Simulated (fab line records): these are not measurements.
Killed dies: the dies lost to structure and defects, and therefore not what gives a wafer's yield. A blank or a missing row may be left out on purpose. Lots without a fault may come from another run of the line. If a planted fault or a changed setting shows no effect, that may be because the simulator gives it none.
Which tool was responsible?	flow n5 finfet	Sampling: 10 lots, 30 wafers, 4 of 1938 route steps

== WHAT THE GAUGES SHOWED, per wafer ==
N5_BEOL_M13_CD_MEAS_28: target cd 209.5 nm. Usual: cd nm 209.5 nm, standard deviation 1.5.
lot	measured	on	cd nm (nm)	flag
L941	day 11 04:13	cd sem-02	210.6 210.0 210.4	
L945	day 12 10:57	cd sem-01	211.0 212.0 212.5	
L947	day 12 19:37	cd sem-03	208.3 208.1 206.7	
L949	day 13 08:10	cd sem-03	212.8 212.1 211.4	
L951	day 14 04:26	cd sem-02	209.1 207.9 211.2	
L953	day 14 08:53	cd sem-02	207.8 207.8 207.3	
L956	day 15 07:19	cd sem-03	209.7 209.0 209.2	
L957	day 15 19:59	cd sem-01	208.9 210.0 209.3	
L962	day 16 15:04	cd sem-03	208.0 208.4 208.1	
L963	day 16 20:32	cd sem-01	208.8 207.8 208.4	

N5_BEOL_M13_OVL_MEAS_29. Usual: M13_OVL gives 0 nm (standard deviation 6).
lot	measured	on	M13_OVL (nm)	flag
L941	day 11 04:16	overlay-01	-1 2 2	
L945	day 12 10:59	overlay-02	-4 -7 0	
L947	day 12 19:39	overlay-02	-5 1 0	
L949	day 13 08:11	overlay-02	8 11 13	
L951	day 14 04:28	overlay-02	-6 -1 -8	
L953	day 14 08:55	overlay-01	6 6 11	
L956	day 15 07:21	overlay-02	-10 -2 -5	
L957	day 15 20:01	overlay-01	1 3 -1	
L962	day 16 15:05	overlay-01	24 30 24	OFF
L963	day 16 20:34	overlay-01	23 24 28	OFF

== WHICH TOOL RAN EACH LOT (tool, then ch and the chambers of the sampled wafers, then the start) ==
lot	N5_BEOL_M13_STRIP_64	N5_BEOL_M13_EXPOSE_25
L941	plasma asher-02 ch 0,1, day 11 03:45	krf scanner-01 ch 0, day 11 04:03
L945	plasma asher-01 ch 1, day 12 10:22	krf scanner-02 ch 0, day 12 10:47
L947	plasma asher-01 ch 1, day 12 19:09	krf scanner-02 ch 0, day 12 19:27
L949	plasma asher-02 ch 0,1, day 13 07:33	krf scanner-01 ch 0, day 13 07:59
L951	plasma asher-02 ch 0,1, day 14 03:58	krf scanner-02 ch 0, day 14 04:16
L953	plasma asher-02 ch 0,1, day 14 08:17	krf scanner-01 ch 0, day 14 08:43
L956	plasma asher-02 ch 0,1, day 15 06:51	krf scanner-01 ch 0, day 15 07:09
L957	plasma asher-02 ch 0,1, day 15 19:31	krf scanner-01 ch 0, day 15 19:49
L962	plasma asher-01 ch 0,1, day 16 14:36	krf scanner-01 ch 0, day 16 14:54
L963	plasma asher-01 ch 0,1, day 16 20:04	krf scanner-01 ch 0, day 16 20:22
- N5_BEOL_M13_STRIP_64: strips in N2/H2.
- N5_BEOL_M13_EXPOSE_25: exposes mask M13, target cd 210 nm.

== WHAT THE TOOLS THEMSELVES READ (means of the sampled wafers that have a number; where no wafer has one, the mark that the record gives instead) ==
N5_BEOL_M13_STRIP_64. Usual: drypump motor current A 5.9 A, standard deviation 0.35; heater power w 338 W, standard deviation 23; n2 flow sccm 1751 sccm, standard deviation 4.7; oes product au 0.715 a.u., standard deviation 0.0047; strip time to endpoint s 31.39 s, standard deviation 0.09.
lot	tool	drypump motor current A (A)	heater power w (W)	n2 flow sccm (sccm)	oes product au (a.u.)	strip time to endpoint s (s)	flag
L941	plasma asher-02	6.1	345	1753	0.711	31.37	
L945	plasma asher-01	6.0	296	1755	0.709	31.48	
L947	plasma asher-01	6.0	297	1753	0.713	31.39	
L949	plasma asher-02	6.1	347	1752	0.714	31.48	
L951	plasma asher-02	6.1	345	1750	0.723	31.37	
L953	plasma asher-02	6.1	339	1752	0.713	31.37	
L956	plasma asher-02	6.1	341	1746	0.715	31.44	
L957	plasma asher-02	6.0	341	1750	0.713	31.47	
L962	plasma asher-01	5.8	320	1754	0.712	31.28	
L963	plasma asher-01	5.8	321	1749	0.711	31.35	

== THE ANSWER, worked out from the rows above alone ==
Rule: lot off if the mean of its wafers having a number is beyond 3 standard deviations from the usual mean. A lot without any number at a reading at which 4 lots or more have one is off too. The other lots that the step has rows for count as sound. The gauges are gone through in route order, then the tools' own readings, and for those a lot's mean is taken as printed above. The first step at which some lot is off is used, and at that step the reading that is off furthest; a lot without a number counts as furthest.
Off: L962, L963, at N5_BEOL_M13_OVL_MEAS_29 (M13_OVL).
A tool fits if, at a process step before that reading, it ran every lot that is off, and no sound lot after the first of them. Gauges at N5_BEOL_M13_OVL_MEAS_29: tried the same way as those tools. Can't be told from this: 3 tools fit, plasma asher-01 at N5_BEOL_M13_STRIP_64, krf scanner-01 at N5_BEOL_M13_EXPOSE_25, overlay-01 at N5_BEOL_M13_OVL_MEAS_29.

== WHAT WAS PUT IN BY THE SIMULATOR ==
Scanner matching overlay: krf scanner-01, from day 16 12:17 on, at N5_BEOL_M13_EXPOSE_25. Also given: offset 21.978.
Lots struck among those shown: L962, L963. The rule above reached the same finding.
